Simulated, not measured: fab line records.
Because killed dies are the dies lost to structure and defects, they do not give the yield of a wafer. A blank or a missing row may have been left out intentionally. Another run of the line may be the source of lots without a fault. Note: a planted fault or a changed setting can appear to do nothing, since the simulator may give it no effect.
Struck lot and sound lot, side by side -- flow nandHarc -- 15 steps out of a route of 1302
Sound: wafers L940.3, L940.4, L940.5. The struck wafers were L945.1, L945.5, L945.6. Last of all comes the cause.
Each step with rows lists, per side, the tool, then ch with its chambers, then its first start. Under that, the readings that differ: sound wafers -- struck wafers -- difference of the means -- sigmas: that difference in standard deviations of wafers without a fault.
alike: a reading whose means differ by less than 2 such deviations, as well as words and numbers matching on both sides. not compared: withheld readings; readings where some wafer has no value; bounds like >300 that might hide an equal value; numbers whose values overlap and for which the record gives no deviation.
The two part at a step that has a row with sigmas, a row that says differs or no value, or rows on one side only. When numbers do not overlap yet have no deviation, they are printed without sigmas and do not part them. A reading missing from all wafers of one side parts the sides only when that side holds two or more wafers.

first, 3 steps without rows for these wafers: NHARC_P_GATE_SRD_72; NHARC_P_GATE_OXIDE_16 (material SiO2, target thk 3 nm, ox time 392 s); NHARC_P_GATE_CVD_17 (deposits poly-Si, target thk 150 nm, time 900 s).
NHARC_P_GATE_HM_DEP_102: deposits aC, target thk 120 nm.
  sound on aclDep-03 ch 0, day 7 17:40; struck on aclDep-01 ch 0, day 10 02:40
  alike: throttleValvePct
NHARC_P_GATE_DEP_103: deposits SiON, target thk 30 nm.
  sound on pecvd-01 ch 1,2, day 7 18:08; struck on pecvd-04 ch 0,2, day 10 03:26
  alike: heaterPowerW
then, 7 steps without rows for these wafers: NHARC_P_GATE_DEHYDRATE_18 (time 120 s); NHARC_P_GATE_HMDS_19 (time 30 s); NHARC_P_GATE_COAT_20 (resist thk 90 nm); NHARC_P_GATE_SOFTBAKE_21 (time 55 s); NHARC_P_GATE_EBR_22; NHARC_P_GATE_EXPOSE_23 (exposes mask P GATE, target cd 120 nm); NHARC_P_GATE_PEB_24 (peb time 65 s).
NHARC_P_GATE_DEVELOP_25: develop time 35 s.
  sound on lithoTrack-01 ch 0, day 7 18:00; struck on lithoTrack-04 ch 0, day 10 04:00
reading,sound,struck,difference,sigmas
developerTempC (C),23.03 23.08 23.03,21.97 22.21 22.03,-0.98,-10
NHARC_P_GATE_CD_MEAS_26 targets a cd of 120 nm.
  sound on cdSem-01 ch 0, day 7 18:47; struck on cdSem-01 ch 0, day 10 04:05
  alike: cdNm
-- record jumps: 19 days between struck wafers' starts before vs after; left off in module P_GATE, resumes in module END, first step shown is number 1302 of the route --
NHARC_END_SORT_01:
  only the struck wafers appear in the record here, on prober-01 ch 0 at day 29 04:03; the sound ones have no rows

WHERE THEY PART
Earliest at NHARC_P_GATE_DEVELOP_25; latest, in this record, at NHARC_END_SORT_01.

WHY: whatever the simulator had introduced
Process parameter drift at NHARC_P_GATE_DEVELOP_25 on lithoTrack-04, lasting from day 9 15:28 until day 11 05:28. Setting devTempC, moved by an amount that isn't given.
